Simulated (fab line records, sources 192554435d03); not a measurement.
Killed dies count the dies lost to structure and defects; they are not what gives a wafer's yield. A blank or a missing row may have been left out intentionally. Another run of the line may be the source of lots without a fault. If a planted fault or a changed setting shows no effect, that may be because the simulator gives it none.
Problem report in the 8D (eight disciplines) form, filled by code :: flow n5_finfet :: the parts of the form that need people (team, actions taken, sign-off) are left out

1. PROBLEM STATEMENT
killed_at_front_end at N5_PASSIVATION_PROBE_49 reads a mean of 127 on 1 wafer of 1 lot; wafers without a fault read 36 with a standard deviation of 11. That puts it +8.3 standard deviations away from the usual mean.
Seen first at day 17 08:05 on prober-01, wafer L304.3. The record has a number at this step for 12 wafers belonging to 5 lots. Rule for "out", or "out of limits": more than 4 standard deviations from the usual mean. Any other wafer with a number is counted as sound.

2. WHAT IT IS; WHAT IT IS NOT
question: which readings at this step
is: killed_at_front_end, defect_limited_yield, killed_dies, sort_bin_5_function, sort_n_pass, sort_yield_pct
is not: killed_at_M0_to_M3, killed_at_M4_up, killed_at_contacts, killed_at_other, killed_open, killed_short, sort_bin_8_speed

question: which lots
is: L304
is not: L290, L299, L301, L303

question: which wafers of those lots
is: L304.3
is not: L304.4, L304.5

question: read on which tools
is: prober-01
is not: prober-02

question: when
is: from day 17 08:05
is not: up to then (9 sound wafers); but 2 sound wafers of L304 came after

3. SUSPECTS, AND WHAT RULES EACH OUT
Counting: any tool at a process step up to the reading remains a suspect provided it ran every lot that is out. Sound lots after the first of them don't rule it out here, since some wafers of a struck lot are sound.
- ald_metal-03 at N5_HKMG_FIN_ALD_71 (deposits TiN, target thk 1 nm, pulse time 1 s, purge time 3 s): kept. The lot that is out, L304, ran on it at day 8 17:32; the last sound lot it ran before that was L290, at day 5 04:27.
- rie_diel-02 at N5_PASSIVATION_PASS_ETCH_74 (etches SiNx in CF4/O2, target depth 220 nm, time 110 s): kept. The lot that is out, L304, ran on it at day 17 01:37; the last sound lot it ran before that was L303, at day 16 10:39.
- rie_diel-03 at N5_PASSIVATION_ETCH_54 (etches SiO2 in CHF3/O2, target depth 880 nm, time 440 s): kept. The lot that is out, L304, ran on it at day 17 05:11; the last sound lot it ran before that was L303, at day 16 15:56.
- prober-01 at N5_PASSIVATION_PROBE_49: kept. It ran the lot that is out, L304 (day 17 08:05). On those wafers its own readings are out: defect_limited_yield, killed_at_front_end, killed_dies, sort_bin_5_function, sort_n_pass, sort_yield_pct.
- ald_metal-03, N5_HKMG_FIN_ALD_71: wafers that are out in chamber 1, sound lot-mates in chambers 2, 3.
- rie_diel-02, N5_PASSIVATION_PASS_ETCH_74: wafers that are out in chamber 1, sound lot-mates in chambers 2, 3.
- rie_diel-03, N5_PASSIVATION_ETCH_54: wafers that are out in chamber 3, sound lot-mates in chambers 0, 2.
Left after counting: ald_metal-03 at N5_HKMG_FIN_ALD_71, rie_diel-02 at N5_PASSIVATION_PASS_ETCH_74, rie_diel-03 at N5_PASSIVATION_ETCH_54, prober-01 at N5_PASSIVATION_PROBE_49.

4. THE CAUSE (what the simulator had put in)
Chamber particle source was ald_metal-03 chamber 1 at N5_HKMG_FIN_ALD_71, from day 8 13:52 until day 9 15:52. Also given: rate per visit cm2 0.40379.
After counting, 4 suspects remain, this tool included.

5. SEQUENCE OF EFFECTS, ordered by route
Rows list readings where the struck wafers' mean (over those with a number) sits beyond 3 standard deviations from the usual. Only readings whose record carries a usual standard deviation are examined. hours: median over the lots of the time between each lot's start at the first step of this table that gives one and its start at this step. sigmas: the change, counted in usual standard deviations.
hours: 0
step: N5_PASSIVATION_PROBE_49
reading: defect_limited_yield
usual: 91.7 %
on struck wafers: 82.9
change: -8.8
sigmas: -7.3

hours: 0
step: N5_PASSIVATION_PROBE_49
reading: killed_at_front_end
usual: 36
on struck wafers: 127
change: +91
sigmas: +8.3

hours: 0
step: N5_PASSIVATION_PROBE_49
reading: killed_dies
usual: 97
on struck wafers: 202
change: +105
sigmas: +7.5

hours: 0
step: N5_PASSIVATION_PROBE_49
reading: sort_bin_5_function
usual: 4.8 %
on struck wafers: 10.4
change: +5.6
sigmas: +6.8

hours: 0
step: N5_PASSIVATION_PROBE_49
reading: sort_bin_6_memory
usual: 3.1 %
on struck wafers: 5.1
change: +2.0
sigmas: +3.4

hours: 0
step: N5_PASSIVATION_PROBE_49
reading: sort_n_pass
usual: 1083
on struck wafers: 978
change: -105
sigmas: -7.5

hours: 0
step: N5_PASSIVATION_PROBE_49
reading: sort_yield_pct
usual: 91.7 %
on struck wafers: 82.9
change: -8.8
sigmas: -7.3
Its process steps:
- N5_PASSIVATION_PROBE_49

6. WHAT WOULD HAVE CAUGHT IT SOONER
First out-of-limits reading in this record: day 17 08:05, which is 210 hours after fault onset at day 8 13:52.
An alarm limit of 4 standard deviations would not have fired on the tool readings at N5_HKMG_FIN_ALD_71 for which the record gives a usual standard deviation, since none of them was out on any struck wafer.
Each of the lots that are out, 1 in all, had begun N5_HKMG_FIN_ALD_71 on ald_metal-03 no later than day 17 08:05. Had the tool been put on hold then, not one of them would have been saved.
